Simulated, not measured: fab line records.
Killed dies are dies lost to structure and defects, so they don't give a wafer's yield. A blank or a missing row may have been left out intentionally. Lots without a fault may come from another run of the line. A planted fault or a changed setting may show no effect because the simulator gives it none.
fab line records | flow nand-harc
[record] lots = 13 wafers = 38 last-day = 22
route steps=1159 shown A_M1@1044 A_BONDPAD@1061
lots that met no fault: from a run of the same line without faults
start-h: start of the lot's first displayed wafer, in hours after the record's first day | wait-h: hours elapsed since this lot's preceding step | " same as the row above | L1.1+2: a row that stands for several wafers | - no value, or no start was given | * or withheld: withheld | < > ~ a bound
route shown NAME@n: a module of which the file shows steps, and the number in the route of the first | usual: the fault-free wafers' mean and standard deviation | same: alike in all rows | chamber/n: place in a boat | sites: each site's reading | _std_site: standard deviation across them | _edge_site: inner sites' mean taken away from outer sites' mean | radius-mm: how far each site lies from the wafer's centre | mask NAME#n: copy n | behind: tool/chamber where the wafer was last shaped | hold: why the lot went on hold/how many hours it stayed there/how the hold came to an end | device: whichever transistor did not switch (one of n, p or np) | end of line: tests of these same wafers at the route's end | a step without rows: its recipe alone | killed: dies that structure and defects cost at the first sort, which is not the same as the wafer's yield | map: the dies of a wafer, with x for killed, . for not killed, _ for no die there
set.NAME: the setting as run; set.NAME@STEP: as run at that earlier step | model.NAME: the simulator's own value behind a step, which no gauge read
a sample of lots followed through the steps of the route, with each step as a table and each wafer as a row
services: when a tool's chamber went out of use (start-h, in hours from the record's first day, below 0 if earlier), for how many hours, and the reason
[[steps]]
[step NHARC_A_M1_ETCH_28]
[recipe] target-depth-a = 300 over-etch-frac = 0.3 time-s = 72.99 ion-energy-ev = 150 cf4-flow-sccm = 50 n2-flow-sccm = 100 ar-flow-sccm = 150 rf-w = 300 bias-w = 100 chemistry = CF4/N2
[usual] drypump-motor-current-A = 5.7/0.48 n2-flow-sccm = 100.0/0.31 oes-product-au = 1.000/0.0097 rf-vpp-V = 314.1/1.7 showerhead-plenum-p-Torr = 2.63/0.091 throttle-valve-pct = 19.793/0.0092
// columns lot.wafer tool chamber start-h wait-h drypump-motor-current-A n2-flow-sccm oes-product-au rf-hours-counter-h rf-vpp-V showerhead-plenum-p-Torr throttle-valve-pct
L905.3 rie-diel-09 3 - - 5.9 100.2 1.008 3.9 311.5 2.52 19.794
L905.1 " 0 " " 5.2 100.0 0.994 4.0 312.1 2.57 19.809
L905.6 " 3 " " 5.9 100.4 1.004 - 311.3 2.52 19.802
L908.3 rie-diel-05 0 - - 5.7 99.5 0.991 3.5 311.7 2.54 19.792
L908.2 " 2 " " 6.5 99.4 0.997 4.3 314.3 2.62 19.799
L908.5 " 0 " " 5.7 100.1 0.997 - 312.4 2.54 19.796
L904.1 rie-diel-05 3 - - 5.8 99.7 1.002 3.8 313.2 2.59 19.806
L904.2 " 1 " " 6.5 100.1 0.995 4.3 317.7 2.71 19.788
L904.5 " 0 " " 5.8 100.0 1.011 - 313.0 2.54 19.773
L906.3 rie-diel-07 3 - - 5.2 100.2 1.006 0.7 311.7 2.49 19.783
L906.2 " 1 " " 5.4 99.8 1.024 0.6 314.7 2.66 19.787
L906.5 " 3 " " 5.2 99.9 0.996 - 311.4 2.49 19.792
L910.1 rie-diel-07 0 - - 5.0 100.1 1.021 1.3 315.6 2.73 19.778
L910.4 " 1 " " 5.4 99.9 1.009 1.0 312.5 2.66 19.779
L910.6 " 1 " " 5.4 100.2 1.016 - 315.0 2.66 19.793
L911.1 rie-diel-05 1 - - 6.6 100.0 1.013 4.9 315.2 2.71 19.776
L911.5 " 2 " " 6.5 99.9 0.991 - 313.0 2.62 19.802
L911.6 " 3 " " 5.8 100.1 1.005 - 313.5 2.59 19.797
L912.2 rie-diel-09 1 - - 5.7 99.9 1.006 0.2 314.8 2.70 19.792
L912.4 " 3 " " 5.9 99.8 1.008 0.2 312.0 2.52 19.772
L912.6 " 0 " " 5.2 99.2 1.001 - 313.0 2.57 19.802
L913.3 rie-diel-07 3 - - 5.2 99.9 0.993 3.5 311.4 2.49 19.779
L913.4 " 0 " " 5.1 99.5 1.030 3.7 316.6 2.73 19.802
L913.1 " 2 " " 5.4 100.4 0.999 3.1 314.7 2.69 19.810
L914.1 rie-diel-09 3 - - 5.9 100.0 1.006 0.6 311.7 2.52 19.790
L914.3 " 1 " " 5.7 100.0 0.988 0.6 315.0 2.70 19.783
L914.2 " 2 " " 5.3 100.0 0.995 0.6 317.7 2.81 19.785
L918.3 rie-diel-05 1 - - 6.5 100.1 0.995 7.6 316.2 2.71 19.805
L918.1 " 2 " " 6.5 100.0 0.982 7.9 312.7 2.62 19.799
L918.5 " 2 " " 6.5 100.2 0.985 - 313.3 2.62 19.785
L919.4 rie-diel-09 3 - - 5.9 100.2 1.001 1.3 312.2 2.52 19.782
L919.2 " 0 " " 5.3 100.2 1.014 1.1 312.5 2.57 19.794
L919.6 " 3 " " 5.9 100.0 1.012 - 311.0 2.52 19.783
L917.4 rie-diel-05 0 - - 5.8 99.6 0.992 7.7 312.5 2.54 19.795
L917.6 " 2 " " 6.5 100.4 0.992 - 315.3 2.62 19.797
L917.5 " 3 " " 5.8 99.9 1.008 - 313.3 2.58 19.797
L921.1 rie-diel-05 3 - - 5.8 99.7 1.006 8.9 313.8 2.58 19.800
L921.3 " 2 " " 6.5 99.7 0.991 9.1 313.6 2.62 19.799
[step NHARC_A_M1_CMP_23]
[recipe] t-overpolish-s = 20 target-thk-nm = 154.34
[usual] motor-current-A = 11.5/1.1 time-to-endpoint-s = 27.9/2.5
// columns lot.wafer tool chamber start-h wait-h motor-current-A time-to-endpoint-s
L905.3 cmp-01 0 407.27 - 11.4 31.2
L905.1 " 1 " " 10.9 25.9
L905.6 " 1 " " 11.6 25.6
L908.3 cmp-04 0 411.80 - 11.2 26.1
L908.2 " 1 " " 12.4 33.0
L908.5 " 0 " " 10.6 26.0
L904.1 cmp-01 0 414.30 - 10.9 29.3
L904.2 " 1 " " 10.9 29.0
L904.5 " 0 " " 12.0 28.2
L906.3 cmp-01 3 419.56 - 12.0 28.5
L906.2 " 1 " " 10.6 26.6
L906.5 " 3 " " 11.4 26.4
L910.1 cmp-01 2 431.45 - 13.1 29.1
L910.4 " 0 " " 11.3 31.5
L910.6 " 2 " " 13.4 27.8
L911.1 cmp-03 0 436.19 - 11.2 27.7
L911.6 " 0 " " 10.9 27.2
L911.5 " 1 " " 12.2 26.7
L912.4 cmp-04 0 452.39 - 10.3 21.5
L912.2 " 1 " " 12.1 26.3
L912.6 " 1 " " 11.7 24.0
L913.1 cmp-01 2 459.58 - 13.3 29.5
L913.3 " 3 " " 11.2 30.6
L913.4 " 1 " " 10.8 27.6
L914.3 cmp-03 3 464.55 - 11.1 28.1
L914.1 " 1 " " 11.6 25.7
L914.2 " 2 " " 11.2 25.9
L918.1 cmp-01 1 482.74 - 10.6 31.1
L918.3 " 2 " " 12.9 31.6
L918.5 " 1 " " 11.1 29.6
L919.2 cmp-04 0 485.15 - 10.4 26.1
L919.4 " 2 " " 13.8 25.1
L919.6 " 1 " " 11.9 28.8
L917.4 cmp-04 2 488.75 - 14.4 27.8
L917.5 " 0 " " 10.6 23.7
L917.6 " 1 " " 12.5 29.0
L921.3 cmp-01 2 510.03 - 13.7 37.8
L921.1 " 3 " " 10.9 37.9
[step NHARC_A_M1_INSPECT_27]
[usual] raw-defect-count = 443/98
// columns lot.wafer tool chamber start-h wait-h raw-defect-count
L905.1 defect-inspect-02 - 407.74 0.0 517
L905.3 " - " " 386
L905.6 " - " " 440
L908.2 defect-inspect-02 - 412.29 0.0 436
L908.3 " - " " 465
L908.5 " - " " 475
L904.1 defect-inspect-01 - 414.76 0.0 424
L904.2 " - " " 457
L904.5 " - " " 321
L906.2 defect-inspect-02 - 420.03 0.0 307
L906.3 " - " " 366
L906.5 " - " " 387
L910.1 defect-inspect-01 - 431.90 0.0 585
L910.4 " - " " 554
L910.6 " - " " 526
L911.1 defect-inspect-01 - 436.67 0.0 515
L911.5 " - " " 426
L911.6 " - " " 405
L912.2 defect-inspect-01 - 452.87 0.0 447
L912.4 " - " " 366
L912.6 " - " " 441
L913.1 defect-inspect-02 - 460.04 0.0 388
L913.3 " - " " 332
L913.4 " - " " 298
L914.1 defect-inspect-01 - 465.02 0.0 459
L914.2 " - " " 570
L914.3 " - " " 460
L918.1 defect-inspect-02 - 483.19 0.0 371
L918.3 " - " " 459
L918.5 " - " " 416
L919.2 defect-inspect-02 - 485.63 0.0 474
L919.4 " - " " 625
L919.6 " - " " 469
L917.4 defect-inspect-01 - 489.16 0.0 509
L917.5 " - " " 433
L917.6 " - " " 533
L921.1 defect-inspect-02 - 510.50 0.0 4775
L921.3 " - " " 4764
[step NHARC_A_M1_PRE_CLEAN_32]
[recipe] time-s = 12 temp-c = 370 rf-power-w = 300 gas = NH3
[usual] heater-power-w = 677/73
// columns lot.wafer tool chamber start-h wait-h heater-power-w
L905.3 pecvd-04 2 407.89 0.1 780
L905.1 " 1 " " 732
L905.6 " 1 " " 718
L908.3 pecvd-03 0 412.36 0.1 602
L908.2 " 1 " " 756
L908.5 " 2 " " 733
L904.1 pecvd-03 1 414.83 0.1 758
L904.2 " 2 " " 710
L904.5 " 0 " " 623
L906.3 pecvd-03 2 420.11 0.1 684
L906.2 " 1 " " 739
L906.5 " 2 " " 687
L910.1 pecvd-04 1 432.00 0.1 668
L910.4 " 2 " " 690
L910.6 " 0 " " 711
L911.1 pecvd-04 2 436.75 0.1 771
L911.5 " 2 " " 788
L911.6 " 0 " " 801
L912.2 pecvd-03 0 452.96 0.1 637
L912.6 " 1 " " 693
L912.4 " 2 " " 707
L913.3 pecvd-02 0 460.11 0.1 559
L913.1 " 1 " " 673
L913.4 " 0 " " 556
L914.1 pecvd-03 0 465.09 0.1 623
L914.2 " 1 " " 738
L914.3 " 2 " " 668
L918.3 pecvd-02 1 483.25 0.1 688
L918.1 " 2 " " 553
L918.5 " 2 " " 533
L919.2 pecvd-04 1 485.92 0.3 633
L919.6 " 1 " " 650
L919.4 " 0 " " 682
L917.6 pecvd-03 1 489.27 0.1 722
L917.4 " 2 " " 663
L917.5 " 0 " " 657
L921.1 pecvd-02 2 510.63 0.1 631
L921.3 " 1 " " 678
[step NHARC_A_BONDPAD_THK_MEAS_30]
[recipe] thk-meas-gauge = ellipsometry
[usual] thk-nm = 199.6/1.4
// columns lot.wafer tool chamber start-h wait-h thk-nm
L905.1 film-metro-02 - 409.22 0.2 198.3
L905.3 " - " " 197.8
L905.6 " - " " 199.5
L908.2 film-metro-02 - 413.65 0.2 199.3
L908.3 " - " " 201.1
L908.5 " - " " 200.7
L904.1 film-metro-02 - 416.16 0.2 197.8
L904.2 " - " " 197.7
L904.5 " - " " 198.3
L906.2 film-metro-02 - 421.67 0.2 199.6
L906.3 " - " " 199.4
L906.5 " - " " 199.0
L910.1 film-metro-02 - 433.27 0.2 197.3
L910.4 " - " " 200.8
L910.6 " - " " 198.4
L911.1 film-metro-01 - 438.06 0.1 197.8
L911.5 " - " " 197.7
L911.6 " - " " 199.5
L912.2 film-metro-01 - 454.23 0.2 199.9
L912.4 " - " " 198.5
L912.6 " - " " 198.5
L913.1 film-metro-01 - 461.41 0.2 201.5
L913.3 " - " " 199.5
L913.4 " - " " 197.6
L914.1 film-metro-02 - 466.40 0.2 199.8
L914.2 " - " " 201.0
L914.3 " - " " 200.4
L918.1 film-metro-01 - 484.54 0.2 200.9
L918.3 " - " " 202.1
L918.5 " - " " 201.5
L919.2 film-metro-02 - 487.22 0.2 199.8
L919.4 " - " " 200.1
L919.6 " - " " 199.5
L917.4 film-metro-02 - 490.52 0.2 201.9
L917.5 " - " " 199.1
L917.6 " - " " 197.9
[[services]]
// columns tool chamber start-h hours kind
rie-diel-05 - 384.09 0.5 repair
cmp-03 - 388.66 2.4 repair
rie-diel-09 1 394.64 2.1 repair
rie-diel-05 0 398.84 - clean
cmp-04 - 399.13 4.0 pm
rie-diel-07 - 405.24 9.0 pm
rie-diel-09 - 431.10 9.0 pm
cmp-03 - 450.02 4.0 pm
pecvd-03 - 466.24 0.9 repair
pecvd-03 - 473.43 13.0 pm
pecvd-03 0 473.43 13.0 vent-cycle
pecvd-03 1 473.43 13.0 vent-cycle
pecvd-03 2 473.43 13.0 vent-cycle
cmp-01 - 473.50 4.0 pm
cmp-01 - 477.50 - consumable-replace:conditioner
cmp-01 - 477.50 - consumable-replace:pad
cmp-03 - 483.92 68.5 repair
pecvd-03 0 486.43 - clean
pecvd-03 1 486.43 - clean
pecvd-03 2 486.43 - clean
rie-diel-07 3 489.96 2.9 repair
rie-diel-07 1 492.59 5.1 repair
rie-diel-09 1 494.83 5.1 repair
cmp-04 - 497.13 4.0 pm
[[key]]
[first-sign] step = NHARC_A_M1_CMP_23 reading = time-to-endpoint-s direction = up sigmas = 4 usual = * struck = *
[effect] step = NHARC_A_M1_INSPECT_27 reading = raw-defect-count direction = up sigmas = 44 usual = 443 struck = 4770
met-at NHARC_A_M1_CMP_23
struck-lots L921
later-rows-left-out L921.1,L921.3
sort-left-out L921.1,L921.3
not-acting-at NHARC_A_M1_ETCH_28,NHARC_A_M1_PRE_CLEAN_32,NHARC_A_BONDPAD_THK_MEAS_30
onset-between 482.74 510.03
[fault] kind = process-parameter-drift tool = cmp-01 chamber = - onset-h = 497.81 steps = NHARC_A_M1_CMP_23 channel = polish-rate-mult offset = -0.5 shape = step end-h = 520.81
// sort-left-out: the simulated sort isn't trusted on such a fault, so these wafers' sort isn't shown, and their yield isn't known
// later-rows-left-out: the simulator's readings of these wafers behind a module that went badly wrong aren't trusted and aren't shown, but for the sort
